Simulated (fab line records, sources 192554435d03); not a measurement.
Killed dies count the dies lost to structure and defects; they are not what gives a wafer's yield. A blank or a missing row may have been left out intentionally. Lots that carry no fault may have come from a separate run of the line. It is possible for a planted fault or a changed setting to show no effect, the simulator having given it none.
Which tool did it?	flow n5-finfet	9 lots, 27 wafers sampled, at 3 steps of a route of 1938

WHAT EACH GAUGE READ, for each wafer
N5_FIN_SAQP_INSPECT_40: inspects for defects (brightfield).
lot	measured	on	raw-defect-count
L377	day 2 02:52	defect-inspect-01	235 301 314
L380	day 3 03:05	defect-inspect-02	380 205 340
L383	day 3 16:04	defect-inspect-02	258 233 231
L387	day 4 14:55	defect-inspect-01	168 192 186
L393	day 6 04:33	defect-inspect-02	265 266 202
L394	day 6 10:04	defect-inspect-01	191 189 154
L395	day 6 14:35	defect-inspect-01	259 1025 141
L399	day 7 14:37	defect-inspect-02	286 285 223
L400	day 7 19:55	defect-inspect-02	1065 1068 239

WHICH TOOL RAN EACH LOT (tool, then ch and the chambers of the sampled wafers, then the start)
lot	N5_FIN_SAQP_RECESS_75	N5_FIN_SAQP_SPACER2_ETCHBACK_29
L377	vapor-etch-01 ch 0,1, day 1 23:25	rie-diel-01 ch 0,2,3, day 2 02:05
L380	vapor-etch-01 ch 0,1, day 2 18:59	rie-diel-06 ch 0,2,3, day 3 02:13
L383	vapor-etch-02 ch 0,1, day 3 12:25	rie-diel-06 ch 1,2,3, day 3 15:17
L387	vapor-etch-02 ch 0,1, day 4 11:07	rie-diel-05 ch 1,2,3, day 4 14:07
L393	vapor-etch-02 ch 0,1, day 5 23:55	rie-diel-01 ch 0,3, day 6 03:45
L394	vapor-etch-01 ch 0,1, day 6 06:31	rie-diel-05 ch 0,3, day 6 09:17
L395	vapor-etch-01 ch 0,1, day 6 10:32	rie-diel-01 ch 1,2,3, day 6 13:45
L399	vapor-etch-02 ch 1, day 7 10:58	rie-diel-01 ch 0,2,3, day 7 13:49
L400	vapor-etch-01 ch 0,1, day 7 15:41	rie-diel-06 ch 0,1,2, day 7 19:04
- N5_FIN_SAQP_RECESS_75: chemistry HF/NH3, target SiO2, target depth 14.4 nm, afs cycles 3, sublimation time 60 s.
- N5_FIN_SAQP_SPACER2_ETCHBACK_29: etches SiO2 in CHF3/O2, target depth 12.2 nm, time 6.1 s.

THE ANSWER, worked out from the rows above alone
Rule: usual is defined by the lots themselves. Put in order of their means at a reading, lots are off if they are a third of the lots or fewer, leave a main group of 4 or more, and stand apart from it by a gap of 3 or more times the standard deviation of the main group's means; of several such gaps the widest counts. Not used: any main group whose means are identical at the precision the tables above print for the reading. Also off: a lot with no number at a reading for which 4 or more lots have one. All remaining lots with rows at the step are treated as sound.
Off: L395, L400, at N5_FIN_SAQP_INSPECT_40 (raw-defect-count). Mean 243 and standard deviation 45 in the main group.
If a tool, at a process step before that reading, ran all the lots that are off and no sound lot after the first of them, it fits. Gauges at N5_FIN_SAQP_INSPECT_40: tried the same way as those tools. One fits: vapor-etch-01 at N5_FIN_SAQP_RECESS_75. Its last sound lot is L394 (day 6 06:31), its first lot that is off L395 (day 6 10:32): a fault that began between those two fits.

WHAT THE SIMULATOR HAD INSERTED
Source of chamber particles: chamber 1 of vapor-etch-01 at N5_FIN_SAQP_RECESS_75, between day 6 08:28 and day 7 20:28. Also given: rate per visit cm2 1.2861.
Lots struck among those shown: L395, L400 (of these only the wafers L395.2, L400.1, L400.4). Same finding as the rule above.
